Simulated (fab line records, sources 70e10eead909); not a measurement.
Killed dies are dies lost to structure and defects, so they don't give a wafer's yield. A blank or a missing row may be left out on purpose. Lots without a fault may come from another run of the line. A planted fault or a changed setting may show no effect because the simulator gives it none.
A struck lot beside a sound one | flow nand_harc | 13 steps out of a route of 1302
Sound: wafers L781.2, L781.4, L781.6. Struck: wafers L786.3, L786.5, L786.6. The cause comes at the end.
At each step with rows: each side's tool, then ch and its chambers, then its first start. Under that, the readings that differ: sound wafers | struck wafers | difference of the means | sigmas: that difference in standard deviations of wafers without a fault.
alike: readings whose means differ by less than 2 such deviations, and words and numbers that are the same on both sides. not compared: withheld readings, readings that some wafer has no value for, bounds like >300 that may hide the same value, and numbers for which the record gives no deviation and whose values overlap.
The two part at a step that has a row with sigmas, a row that says differs or no value, or rows on one side only. Numbers that don't overlap but have no deviation are shown without sigmas and don't part them. A reading that every wafer of one side lacks parts them only if that side has two wafers or more.

first, 1 step without rows for these wafers: NHARC_A_ONON_D1_DEP_12 (target thk 1000 nm).
NHARC_A_ONON_D1_THK_MEAS_14: measures by ellipsometry.
  sound on film_metro-01, day 10 04:50; struck on film_metro-02, day 12 13:57
  reading     | sound          | struck      | difference | sigmas
  thk_nm (nm) | 1008 1010 1011 | 991 990 990 | -19        | -2
then, 2 steps without rows for these wafers: NHARC_A_ONON_D1_ANNEAL_15 (time 3600 s); NHARC_A_ONON_D1_DEP_16 (target thk 1000 nm).
NHARC_A_ONON_D1_THK_MEAS_18: measures by ellipsometry.
  sound on film_metro-01, day 10 14:34; struck on film_metro-01, day 12 23:50
  alike: thk_nm
then, 1 step without rows for these wafers: NHARC_A_ONON_D1_DEP_19 (target thk 1000 nm).
NHARC_A_ONON_D1_THK_MEAS_21: measures by ellipsometry.
  sound on film_metro-01, day 10 15:08; struck on film_metro-01, day 13 00:23
  reading     | sound       | struck         | difference | sigmas
  thk_nm (nm) | 993 993 994 | 1033 1034 1032 | +40        | +4
then, 1 step without rows for these wafers: NHARC_A_ONON_D1_DEP_22 (target thk 1000 nm).
NHARC_A_ONON_D1_THK_MEAS_24: measures by ellipsometry.
  sound on film_metro-01, day 10 15:42; struck on film_metro-01, day 13 00:58
  reading     | sound          | struck      | difference | sigmas
  thk_nm (nm) | 1015 1016 1015 | 991 990 989 | -25        | -3
then, 1 step without rows for these wafers: NHARC_A_ONON_D1_DEP_25 (target thk 1000 nm).
NHARC_A_ONON_D1_THK_MEAS_27: measures by ellipsometry.
  sound on film_metro-02, day 10 16:16; struck on film_metro-02, day 13 01:31
  alike: thk_nm
NHARC_A_ONON_D1_DEP_28: target thk 1000 nm.
  sound on pecvd_onon-01 ch 0, day 10 16:23; struck on pecvd_onon-03, day 13 01:41
  no value came back on the struck wafers for n2_flow_sccm (sccm), n2o_flow_sccm (sccm); on the sound wafers n2_flow_sccm (sccm) reads 2747 2742 2750
-- the record jumps here: 16 days lie between the struck wafers' starts before and after (it left off in module A_ONON_D1 and takes up again in module END, whose first step shown is number 1302 of the route) --
NHARC_END_SORT_01:
  the record has rows for the struck wafers here (prober-01 ch 0, day 29 08:53) and none for the sound ones

WHERE THEY PART
First at NHARC_A_ONON_D1_THK_MEAS_14; last, within this record, at NHARC_END_SORT_01.

WHY: what the simulator had put in
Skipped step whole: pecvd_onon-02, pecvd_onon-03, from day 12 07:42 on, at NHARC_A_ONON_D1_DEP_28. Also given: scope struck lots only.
